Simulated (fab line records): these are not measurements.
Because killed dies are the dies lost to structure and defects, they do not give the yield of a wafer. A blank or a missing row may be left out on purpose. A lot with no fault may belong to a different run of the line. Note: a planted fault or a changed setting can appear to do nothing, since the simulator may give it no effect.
fab line records	flow n5-finfet
record lots=7	wafers=21
route steps=1938 shown ZERO_LAYER@11 PMOS_HMC_CHANNEL_EPI@57 FIN_SAQP@147 FIN_CUT@154 DUMMY_GATE@220 SD_EPI_N@267
start-h: start of the lot's first displayed wafer, in hours after the record's first day	wait-h: how many hours have passed since the lot's step before this one	" as in the row above	L1.1+2: one row covering several wafers at once	- no value present, or no start provided	* or withheld: withheld	< > ~ a bound
route shown NAME@n: names a module that has steps shown in the file, with the first one's number in the route	usual: mean/standard deviation of fault-free wafers	same: alike in all rows	chamber/n: place in a boat	sites: the reading at each site	_std_site: the standard deviation of these	_edge_site: outer sites' mean less inner sites'	radius-mm: how far each site lies from the wafer's centre	mask NAME#n: copy n	behind: tool/chamber where the wafer was last shaped	hold: the reason the lot was held/the length of the hold in hours/how it ended	device: transistor that didn't switch, given as n, p or np	end of line: at the end of the route, the tests of the same wafers	step lacking rows: just its recipe	killed: count of dies lost to structure and defects at first sort (not the wafer's yield)	map: dies across one wafer; x = killed, . = not, _ = none there
set.NAME: the setting as run; set.NAME@STEP: as run at that earlier step	model.NAME: the simulator's own value behind a step, which no gauge read
lots run with intentionally changed settings; tables by step, rows by wafer
## steps
# step N5_ZERO_LAYER_DEVELOP_10
# recipe develop-time-s=60	rinse-liquid=diw	dry=air-spin	dev-temp-c=21
lot.wafer	tool	chamber	start-h	wait-h	set.develop-time-s
L076.1	litho-track-01	0	-	-	53
L076.3+5	"	0	"	"	60
L085.3+6	litho-track-05	0	-	-	67.72
L085.4	"	0	"	"	60
L086.1+2+3	litho-track-01	0	-	-	60
L090.3	litho-track-02	0	-	-	60
L090.4+5	"	0	"	"	71.32
L092.2+3	litho-track-01	0	-	-	60
L092.6	"	0	"	"	47.73
L095.4+5+6	litho-track-02	0	-	-	60
L097.1+4+5	litho-track-01	0	-	-	60
# step N5_ZERO_LAYER_HARDBAKE_23
# recipe temp-c=130	time-s=120
# step N5_ZERO_LAYER_CD_MEAS_11
# recipe target-cd-nm=2000	landing-energy-ev=500	detector=se-inlens
# usual cd-nm=2000.0/1.4
lot.wafer	tool	chamber	start-h	wait-h	set.develop-time-s@ZERO_LAYER_DEVELOP_10	cd-nm
L076.1	cd-sem-02	0	24.65	-	53	1999.8
L076.3	"	0	"	"	60	2003.3
L076.5	"	0	"	"	60	2002.3
L085.3	cd-sem-01	0	78.64	-	67.72	2000.2
L085.4	"	0	"	"	60	1998.0
L085.6	"	0	"	"	67.72	2000.9
L086.1	cd-sem-01	0	84.66	-	60	2000.7
L086.2	"	0	"	"	60	1999.1
L086.3	"	0	"	"	60	2000.3
L090.3	cd-sem-03	0	108.77	-	60	1999.7
L090.4	"	0	"	"	71.32	2003.7
L090.5	"	0	"	"	71.32	2001.6
L092.2	cd-sem-01	0	120.64	-	60	2001.6
L092.3	"	0	"	"	60	2002.8
L092.6	"	0	"	"	47.73	1995.1
L095.4	cd-sem-01	0	138.77	-	60	2001.1
L095.5	"	0	"	"	60	2000.3
L095.6	"	0	"	"	60	1998.6
L097.1	cd-sem-03	0	150.78	-	60	2001.4
L097.4	"	0	"	"	60	2000.8
L097.5	"	0	"	"	60	2000.9
# step N5_PMOS_HMC_CHANNEL_EPI_HM_DEP_34
# recipe material=SiO2	target-thk-a=360	temp-c=400	precursor=TEOS/O2	pressure-torr=6.5	rf-w=900	teos-flow-sccm=161.4	gas=O2	flow-sccm=2650	time-s=6.9
lot.wafer	tool	chamber	start-h	wait-h	set.time-s	model.SiO2_of_PMOS_HMC_CHANNEL_EPI_HM_DEP_34.thk-nm
L076.1	pecvd-04	0	28.77	0.0	7.507	38.85
L076.3	"	0	"	"	7.507	39.73
L076.5	"	1	"	"	6.9	36.79
L085.3	pecvd-03	0	83.47	0.0	6.9	36.35
L085.4	"	1	"	"	6.261	33.67
L085.6	"	0	"	"	6.261	33.81
L086.1	pecvd-04	0	89.35	0.0	6.9	35.86
L086.2	"	1	"	"	6.9	35.69
L086.3	"	2	"	"	6.9	35.47
L090.3	pecvd-02	0	115.08	0.0	5.948	30.56
L090.4	"	1	"	"	6.9	35.75
L090.5	"	2	"	"	6.9	35.87
L092.2	pecvd-02	1	126.64	0.0	6.489	33.67
L092.3	"	0	"	"	6.9	35.79
L092.6	"	1	"	"	6.9	36.89
L095.4	pecvd-03	1	143.58	0.0	6.9	36.84
L095.5	"	2	"	"	6.9	36.96
L095.6	"	0	"	"	6.9	36.58
L097.1	pecvd-02	0	156.85	0.0	6.9	36.14
L097.4	"	1	"	"	6.212	33.32
L097.5	"	0	"	"	6.9	36.98
# step N5_PMOS_HMC_CHANNEL_EPI_PEB_07
# recipe peb-temp-c=110	peb-time-s=60	resist=CAR-ArF-block
lot.wafer	tool	chamber	start-h	wait-h	set.peb-temp-c
L076.1+5	litho-track-02	0	29.00	0.1	110
L076.3	"	0	"	"	113
L085.3+4	litho-track-05	0	83.81	0.0	110
L085.6	"	0	"	"	106.8
L086.1+2+3	litho-track-04	0	89.68	0.1	110
L090.3+4	litho-track-04	0	115.42	0.0	111.1
L090.5	"	0	"	"	110
L092.2	litho-track-04	0	126.98	0.0	111.4
L092.3+6	"	0	"	"	110
L095.4+5+6	litho-track-05	0	143.78	0.0	110
L097.1+4+5	litho-track-05	0	157.21	0.1	110
# step N5_PMOS_HMC_CHANNEL_EPI_DEVELOP_08
# recipe develop-time-s=30	developer=TMAH	resist=CAR-ArF-block	dev-temp-c=23	rinse-liquid=diw	dry=air-spin
# step N5_PMOS_HMC_CHANNEL_EPI_CD_MEAS_09
# recipe target-cd-nm=237.4	landing-energy-ev=500	detector=se-inlens
# usual cd-nm=237.1/0.8
lot.wafer	tool	chamber	start-h	wait-h	set.peb-temp-c@PMOS_HMC_CHANNEL_EPI_PEB_07	cd-nm
L076.1	cd-sem-02	0	29.06	-	110	236.7
L076.3	"	0	"	"	113	245.7
L076.5	"	0	"	"	110	237.0
L085.3	cd-sem-01	0	83.88	-	110	238.0
L085.4	"	0	"	"	110	237.6
L085.6	"	0	"	"	106.8	226.6
L086.1	cd-sem-01	0	89.75	-	110	236.4
L086.2	"	0	"	"	110	237.1
L086.3	"	0	"	"	110	237.0
L090.3	cd-sem-01	0	115.48	-	111.1	241.1
L090.4	"	0	"	"	111.1	240.5
L090.5	"	0	"	"	110	238.5
L092.2	cd-sem-03	0	127.05	-	111.4	242.4
L092.3	"	0	"	"	110	238.0
L092.6	"	0	"	"	110	237.7
L095.4	cd-sem-01	0	143.84	-	110	235.6
L095.5	"	0	"	"	110	236.4
L095.6	"	0	"	"	110	236.0
L097.1	cd-sem-02	0	157.27	-	110	237.6
L097.4	"	0	"	"	110	236.4
L097.5	"	0	"	"	110	237.5
# step N5_PMOS_HMC_CHANNEL_EPI_DESCUM_14
# recipe chemistry=O2	time-s=7.9	source-power-w=50	bias-power-w=20	pressure-mtorr=20	rf-frequency-hz=2.712e+07	temp-c=40	resist=CAR-ArF-block	o2-flow-sccm=225
lot.wafer	tool	chamber	start-h	wait-h	set.peb-temp-c@PMOS_HMC_CHANNEL_EPI_PEB_07	model.PMOS_HMC_CHANNEL_EPI.cd-nm
L076.1	rie-diel-01	0	29.15	0.0	110	236.7
L076.3	"	1	"	"	113	245.9
L076.5	"	0	"	"	110	237.6
L085.3	rie-diel-04	3	84.00	0.1	110	237.8
L085.4	"	0	"	"	110	237.7
L085.6	"	3	"	"	106.8	226.5
L086.1	rie-diel-04	0	89.84	0.0	110	236.8
L086.2	"	3	"	"	110	236.9
L086.3	"	1	"	"	110	237.1
L090.3	rie-diel-01	2	115.76	0.2	111.1	240.9
L090.4	"	1	"	"	111.1	241
L090.5	"	3	"	"	110	238.4
L092.2	rie-diel-04	1	127.14	0.0	111.4	242.4
L092.3	"	0	"	"	110	237.8
L092.6	"	3	"	"	110	237.7
L095.4	rie-diel-02	0	144.75	0.9	110	235.9
L095.5	"	3	"	"	110	-
L095.6	"	0	"	"	110	236
L097.1	rie-diel-01	3	157.79	0.5	110	237.4
L097.4	"	1	"	"	110	236.3
L097.5	"	2	"	"	110	237.3
# step N5_FIN_SAQP_FIN_ETCH_36
# recipe chemistry=HBr/Cl2/O2	target-depth-a=1200	mask-material=SiNx	time-s=50.4	bias-w=102	pressure-mtorr=10	icp-w=800	HBr_flow_sccm=150	Cl2_flow_sccm=80	O2_flow_sccm=12
lot.wafer	tool	chamber	start-h	wait-h	set.icp-w	model.etch.depth-nm	model.FIN_SAQP.feature-depth-nm
L076.1	rie-si-01	2	38.16	0.0	800	119	119
L076.3	"	3	"	"	800	121.1	121
L076.5	"	0	"	"	800	121.8	121.8
L085.3	rie-si-06	3	92.54	0.0	800	118.3	118.4
L085.4	"	2	"	"	800	118.3	118.2
L085.6	"	1	"	"	800	120.2	120.2
L086.1	rie-si-06	0	102.24	0.0	665.9	108	108
L086.2	"	1	"	"	800	119.3	119.2
L086.3	"	2	"	"	800	118.5	118.6
L090.3	rie-si-06	3	126.32	0.0	719.6	112.5	112.4
L090.4	"	1	"	"	800	120.5	120.6
L090.5	"	1	"	"	719.6	115.6	115.6
L092.2	rie-si-01	2	136.43	0.0	901.3	124.6	124.6
L092.3	"	3	"	"	800	121	121
L092.6	"	1	"	"	901.3	126.6	126.6
L095.4	rie-si-06	3	154.67	0.1	800	118	118
L095.5	"	0	"	"	800	119.2	119.2
L095.6	"	3	"	"	800	118.1	118.2
L097.1	rie-si-03	1	167.83	0.0	941.6	129	129
L097.4	"	2	"	"	941.6	129.1	129
L097.5	"	1	"	"	800	118.6	118.6
# step N5_FIN_SAQP_PRECLEAN_38
# recipe chemistry=O3/DIW	time-s=45	temp-c=22	o3-ppm=10
# step N5_FIN_SAQP_PRECLEAN_45
# recipe chemistry=dHF	time-s=10	dilution=500:1	temp-c=25
# step N5_FIN_SAQP_SRD_39
# recipe dry=ipa-marangoni	time-s=30	temp-c=23	rinse-liquid=diw
# step N5_FIN_SAQP_OCD_MEAS_76
# usual trench-depth-nm=119.3/1.1
lot.wafer	tool	chamber	start-h	wait-h	set.icp-w@FIN_SAQP_FIN_ETCH_36	trench-depth-nm
L076.1	ocd-02	-	38.58	0.0	800	119.1
L076.3	"	-	"	"	800	120.7
L076.5	"	-	"	"	800	121.8
L085.3	ocd-01	-	92.80	0.0	800	118.5
L085.4	"	-	"	"	800	117.9
L085.6	"	-	"	"	800	120.5
L086.1	ocd-01	-	102.46	0.0	665.9	107.7
L086.2	"	-	"	"	800	118.9
L086.3	"	-	"	"	800	119.0
L090.3	ocd-02	-	126.54	0.0	719.6	112.2
L090.4	"	-	"	"	800	120.4
L090.5	"	-	"	"	719.6	115.4
L092.2	ocd-01	-	136.68	0.0	901.3	124.6
L092.3	"	-	"	"	800	121.4
L092.6	"	-	"	"	901.3	126.4
L095.4	ocd-01	-	154.89	0.0	800	118.0
L095.5	"	-	"	"	800	119.0
L095.6	"	-	"	"	800	118.2
L097.1	ocd-02	-	168.05	0.0	941.6	128.8
L097.4	"	-	"	"	941.6	128.9
L097.5	"	-	"	"	800	118.6
# step N5_FIN_CUT_COAT_18
# recipe resist=SOC	temp-c=250	time-s=60	spin-rpm=1500	resist-thk-nm=230
lot.wafer	tool	chamber	start-h	wait-h	set.spin-rpm	model.SOC_of_FIN_CUT_COAT_18.thk-nm
L076.1+5	litho-track-03	0	38.64	0.0	1500	231
L076.3	"	0	"	"	1500	230
L085.3	litho-track-03	0	92.86	0.0	1500	230
L085.4	"	0	"	"	1500	230.2
L085.6	"	0	"	"	1500	229
L086.1+3	litho-track-03	0	102.52	0.0	1500	228.2
L086.2	"	0	"	"	1655	217.2
L090.3	litho-track-04	0	126.60	0.0	1500	231
L090.4	"	0	"	"	1646	220.4
L090.5	"	0	"	"	1500	230.4
L092.2	litho-track-02	0	136.74	0.0	1500	231.4
L092.3	"	0	"	"	1347	243.8
L092.6	"	0	"	"	1500	231.2
L095.4+6	litho-track-03	0	154.95	0.0	1500	229.8
L095.5	"	0	"	"	1500	230.2
L097.1	litho-track-03	0	168.11	0.0	1395	239.2
L097.4	"	0	"	"	1395	238.6
L097.5	"	0	"	"	1500	230.6
# step N5_FIN_CUT_COAT_19
# recipe resist=SiARC	temp-c=220	time-s=60	spin-rpm=1500	resist-thk-nm=20
# step N5_FIN_CUT_COAT_29
# recipe resist=underlayer	temp-c=205	time-s=60	spin-rpm=1500	resist-thk-nm=10
# step N5_FIN_CUT_ETCH_30
# recipe chemistry=N2/H2	target=underlayer	target-depth-a=130	mask-material=CAR-EUV	time-s=10.4	ion-energy-ev=200	pressure-mtorr=30	source-w=840	bias-w=150	n2-flow-sccm=200	h2-flow-sccm=200	ends=cleared
# step N5_FIN_CUT_ETCH_20
# recipe chemistry=CF4	target=SiARC	target-depth-a=260	mask-material=CAR-EUV	time-s=43.3	ion-energy-ev=80	pressure-mtorr=40	source-w=545	bias-w=36	Ar_flow_sccm=100	cf4-flow-sccm=100	ends=cleared
# step N5_FIN_CUT_ETCH_21
# recipe chemistry=N2/H2	target=SOC	target-depth-a=2190	overetch-a=438	mask-material=SiARC	temp-c=40	ion-energy-ev=100	bias-w=61	time-s=523.5	pressure-mtorr=30	source-w=850	n2-flow-sccm=200	h2-flow-sccm=200
lot.wafer	tool	chamber	start-h	wait-h	set.spin-rpm@FIN_CUT_COAT_18	model.etch.depth-nm
L076.1	rie-diel-01	1	39.42	0.0	1500	230.9
L076.3	"	2	"	"	1500	230
L076.5	"	2	"	"	1500	231.1
L085.3+4	rie-diel-01	3,0	93.47	0.0	1500	230.1
L085.6	"	3	"	"	1500	229
L086.1+3	rie-diel-04	1,0	103.01	0.0	1500	228.3
L086.2	"	2	"	"	1655	217.2
L090.3	rie-diel-02	2	127.09	0.0	1500	231
L090.4	"	3	"	"	1646	220.3
L090.5	"	0	"	"	1500	230.4
L092.2	rie-diel-02	0	137.62	0.0	1500	231.3
L092.3	"	3	"	"	1347	243.8
L092.6	"	3	"	"	1500	231.1
L095.4	rie-diel-01	3	156.27	0.0	1500	229.9
L095.5	"	2	"	"	1500	230.1
L095.6	"	1	"	"	1500	229.8
L097.1	rie-diel-02	3	168.60	0.0	1395	239.2
L097.4	"	1	"	"	1395	238.6
L097.5	"	2	"	"	1500	230.6
# step N5_FIN_CUT_STRIP_23
# recipe chemistry=N2/H2	temp-c=40	n2-flow-sccm=200	h2-flow-sccm=200	rf-frequency-hz=6e+07
# step N5_FIN_CUT_STRIP_31
# recipe chemistry=N2/H2	temp-c=40	n2-flow-sccm=200	h2-flow-sccm=200	rf-frequency-hz=6e+07
# step N5_FIN_CUT_CUT_ETCH_27
# recipe chemistry=CHF3/O2	target=SiO2	target-depth-a=40	mask-material=SOC	overetch-a=20	time-s=4.9	pressure-mtorr=30	source-w=650	bias-w=170	Ar_flow_sccm=200	CHF3_flow_sccm=50	O2_flow_sccm=5	ion-energy-ev=200
# step N5_FIN_CUT_PRECLEAN_35
# recipe time-s=13.3	temp-c=45	pressure-torr=125	p-hf-torr=3	p-coreactant-torr=25	chemistry=vHF
# step N5_FIN_CUT_CUT_ETCH_15
# recipe chemistry=HBr/Cl2/O2	target=Si	target-depth-a=1000	bt-time-s=10	mask-material=SOC	time-s=42.4	ion-energy-ev=*	bias-w=*	pressure-mtorr=10	icp-w=800	HBr_flow_sccm=150	Cl2_flow_sccm=80	O2_flow_sccm=12
lot.wafer	tool	chamber	start-h	wait-h	set.spin-rpm@FIN_CUT_COAT_18	model.SOC_of_FIN_CUT_COAT_18.thk-nm
L076.1	rie-si-04	1	39.96	0.1	1500	171.2
L076.3	"	3	"	"	1500	169.4
L076.5	"	2	"	"	1500	170.6
L085.3	rie-si-02	3	94.07	0.0	1500	170.2
L085.4	"	0	"	"	1500	170.4
L085.6	"	2	"	"	1500	169
L086.1	rie-si-02	1	103.55	0.1	1500	168.4
L086.2	"	3	"	"	1655	157.4
L086.3	"	2	"	"	1500	169.2
L090.3	rie-si-02	1	127.63	0.0	1500	171.6
L090.4	"	2	"	"	1646	161
L090.5	"	1	"	"	1500	171
L092.2	rie-si-05	3	138.16	0.1	1500	171.4
L092.3	"	1	"	"	1347	184.8
L092.6	"	1	"	"	1500	172.2
L095.4	rie-si-02	2	156.81	0.0	1500	171
L095.5	"	1	"	"	1500	170.6
L095.6	"	2	"	"	1500	170.2
L097.1	rie-si-05	1	169.14	0.1	1395	180.6
L097.4	"	3	"	"	1395	178.2
L097.5	"	0	"	"	1500	170.6
# step N5_DUMMY_GATE_HM_DEP_06
# recipe material=SiNx	target-thk-a=800	precursor=DCS/NH3	temp-c=700	pressure-mtorr=300	time-s=5141
lot.wafer	tool	chamber	start-h	wait-h	set.time-s	model.SiNx_of_DUMMY_GATE_HM_DEP_06.thk-nm
L076.1+3+5	-	-	-	0.0	4800	74.6
L085.3+6	-	-	-	0.0	4487	70.4
L085.4	"	-	"	"	4487	70
L086.1+2	-	-	-	0.0	5141	78.4
L086.3	"	-	"	"	5141	78.2
L090.3	-	-	-	0.0	4419	67.6
L090.4+5	"	-	"	"	4419	68.4
L092.2	-	-	-	0.0	5822	90.2
L092.3	"	-	"	"	5822	90
L092.6	"	-	"	"	5822	90.4
L095.4+6	lpcvd-02	0/29,0/39	170.48	0.0	5141	79.6
L095.5	"	0/34	"	"	5141	79.2
L097.1	-	-	-	0.0	5141	81.4
L097.4	"	-	"	"	5141	80.6
L097.5	"	-	"	"	5141	80.8
# step N5_DUMMY_GATE_PECVD_30
# recipe material=SiO2	target-thk-a=550	temp-c=400	precursor=TEOS/O2	pressure-torr=6.5	rf-w=withheld	teos-flow-sccm=withheld	gas=O2	flow-sccm=2650	time-s=10.8
lot.wafer	tool	chamber	start-h	wait-h	set.time-s	model.SiO2_of_DUMMY_GATE_PECVD_30.thk-nm
L076.1	pecvd-04	2	-	-	10.3	51.8
L076.3+5	"	1,2	"	"	10.8	55.2
L085.3	pecvd-04	0	-	-	9.778	50.4
L085.4	"	0	"	"	9.778	51.4
L085.6	"	2	"	"	10.8	55
L086.1	pecvd-04	0	-	-	10.8	54.8
L086.2	"	2	"	"	10.8	54.2
L086.3	"	1	"	"	9.521	48.4
L090.3	pecvd-01	1	-	-	10.8	55
L090.4	"	2	"	"	10.8	55.6
L090.5	"	1	"	"	11.55	59.4
L092.2	pecvd-03	0	-	-	10.8	55.2
L092.3	"	2	"	"	11.43	58.2
L092.6	"	2	"	"	11.43	58.8
L095.4+6	pecvd-03	1,0	174.44	0.1	10.8	55.2
L095.5	"	2	"	"	10.8	56
L097.1	pecvd-01	2	-	-	10.8	55.2
L097.4+5	"	1,0	"	"	11.31	58
# step N5_DUMMY_GATE_COAT_34
# recipe resist=SOC	temp-c=250	time-s=60	spin-rpm=1500	resist-thk-nm=60
# step N5_DUMMY_GATE_COAT_35
# recipe resist=SiARC	temp-c=220	time-s=60	spin-rpm=1500	resist-thk-nm=10
# step N5_DUMMY_GATE_ETCH_31
# recipe chemistry=C4F6/O2	target=SiO2	mask-material=SOC	target-depth-a=825	time-s=27.5	ion-energy-ev=250	pressure-mtorr=30	source-w=345	bias-w=185	Ar_flow_sccm=300	C4F6_flow_sccm=10	O2_flow_sccm=10
# step N5_DUMMY_GATE_STRIP_41
# recipe chemistry=O2	power-w=400	temp-c=40	pressure-mtorr=30	rf-frequency-hz=6e+07	bias-power-w=0	overash-fraction=0.3	o2-flow-sccm=225
# step N5_DUMMY_GATE_HM_OPEN_21
# recipe chemistry=CH3F/O2	target=SiNx	target-depth-a=1200	Ar_flow_sccm=150	CH3F_flow_sccm=30	O2_flow_sccm=23	time-s=171.4	pressure-mtorr=30	source-w=395	bias-w=73	ion-energy-ev=120.7
lot.wafer	tool	chamber	start-h	wait-h	set.time-s@DUMMY_GATE_PECVD_30	model.SiO2_of_DUMMY_GATE_PECVD_30.thk-nm
L076.1	rie-diel-04	1	59.76	0.0	10.3	41.6
L076.3+5	"	3,2	"	"	10.8	45.2
L085.3	rie-diel-01	0	116.15	0.0	9.778	40.2
L085.4	"	1	"	"	9.778	41.4
L085.6	"	0	"	"	10.8	45
L086.1	rie-diel-01	3	123.10	0.0	10.8	44.8
L086.2	"	1	"	"	10.8	44.2
L086.3	"	0	"	"	9.521	38.6
L090.3	rie-diel-01	1	146.95	0.0	10.8	45.2
L090.4	"	0	"	"	10.8	45.8
L090.5	"	2	"	"	11.55	49.2
L092.2	rie-diel-04	0	157.30	0.0	10.8	45.4
L092.3	"	2	"	"	11.43	48.2
L092.6	"	2	"	"	11.43	48.8
L095.4	rie-diel-04	2	175.90	0.1	10.8	45.4
L095.5	"	0	"	"	10.8	46.4
L095.6	"	1	"	"	10.8	45.2
L097.1	rie-diel-04	1	187.85	0.0	10.8	45
L097.4	"	0	"	"	11.31	48.2
L097.5	"	1	"	"	11.31	48
# step N5_SD_EPI_N_EXPOSE_06
# recipe mask-id=SD_N_BLK	na=1.35	source-shape=conventional	sigma-outer=0.8	polarization=unpolarized	target-cd-nm=120	dose-mj=39.75
lot.wafer	tool	chamber	start-h	wait-h	mask	set.dose-mj
L076.1	arfi-scanner-02	0	61.16	-	SD_N_BLK#0	38.22
L076.3+5	"	0	"	"	SD_N_BLK#0	39.75
L085.3+6	arfi-scanner-01	0	117.56	-	SD_N_BLK#0	39.75
L085.4	"	0	"	"	SD_N_BLK#0	41.84
L086.1	arfi-scanner-02	0	126.06	-	SD_N_BLK#0	39.75
L086.2+3	"	0	"	"	SD_N_BLK#0	36.95
L090.3+4	arfi-scanner-02	0	148.37	-	SD_N_BLK#0	41.75
L090.5	"	0	"	"	SD_N_BLK#0	39.75
L092.2	arfi-scanner-03	0	158.78	-	SD_N_BLK#0	41.13
L092.3+6	"	0	"	"	SD_N_BLK#0	39.75
L095.4+5+6	arfi-scanner-02	0	177.75	-	SD_N_BLK#0	39.75
L097.1+4+5	arfi-scanner-01	0	190.29	-	SD_N_BLK#0	39.75
## key
split step=N5_ZERO_LAYER_DEVELOP_10	setting=develop-time-s	stated=60	by=wafer
response step=N5_ZERO_LAYER_CD_MEAS_11	reading=cd-nm	change=+0.25	per=1%	r=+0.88
split step=N5_PMOS_HMC_CHANNEL_EPI_HM_DEP_34	setting=time-s	stated=6.9	by=wafer
response step=N5_PMOS_HMC_CHANNEL_EPI_HM_DEP_34	reading=model.SiO2_of_PMOS_HMC_CHANNEL_EPI_HM_DEP_34.thk-nm	change=+0.342	per=1%	r=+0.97
split step=N5_PMOS_HMC_CHANNEL_EPI_PEB_07	setting=peb-temp-c	stated=110	by=wafer
response step=N5_PMOS_HMC_CHANNEL_EPI_CD_MEAS_09	reading=cd-nm	change=+3.49	per=1%	r=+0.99
response step=N5_PMOS_HMC_CHANNEL_EPI_DESCUM_14	reading=model.PMOS_HMC_CHANNEL_EPI.cd-nm	change=+3.5	per=1%	r=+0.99
split step=N5_FIN_SAQP_FIN_ETCH_36	setting=icp-w	stated=800	by=wafer
response step=N5_FIN_SAQP_FIN_ETCH_36	reading=model.etch.depth-nm	change=+0.574	per=1%	r=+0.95
response step=N5_FIN_SAQP_FIN_ETCH_36	reading=model.FIN_SAQP.feature-depth-nm	change=+0.574	per=1%	r=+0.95
response step=N5_FIN_SAQP_OCD_MEAS_76	reading=trench-depth-nm	change=+0.57	per=1%	r=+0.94
split step=N5_FIN_CUT_COAT_18	setting=spin-rpm	stated=1500	by=wafer
response step=N5_FIN_CUT_COAT_18	reading=model.SOC_of_FIN_CUT_COAT_18.thk-nm	change=-1.13	per=1%	r=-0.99
response step=N5_FIN_CUT_ETCH_21	reading=model.etch.depth-nm	change=-1.14	per=1%	r=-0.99
response step=N5_FIN_CUT_CUT_ETCH_15	reading=model.SOC_of_FIN_CUT_COAT_18.thk-nm	change=-1.16	per=1%	r=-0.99
split step=N5_DUMMY_GATE_HM_DEP_06	setting=time-s	stated=5141	by=lot
response step=N5_DUMMY_GATE_HM_DEP_06	reading=model.SiNx_of_DUMMY_GATE_HM_DEP_06.thk-nm	change=+0.787	per=1%	r=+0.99
split step=N5_DUMMY_GATE_PECVD_30	setting=time-s	stated=10.8	by=wafer
response step=N5_DUMMY_GATE_PECVD_30	reading=model.SiO2_of_DUMMY_GATE_PECVD_30.thk-nm	change=+0.528	per=1%	r=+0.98
response step=N5_DUMMY_GATE_HM_OPEN_21	reading=model.SiO2_of_DUMMY_GATE_PECVD_30.thk-nm	change=+0.519	per=1%	r=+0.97
split step=N5_SD_EPI_N_EXPOSE_06	setting=dose-mj	stated=39.75	by=wafer
response none in this file
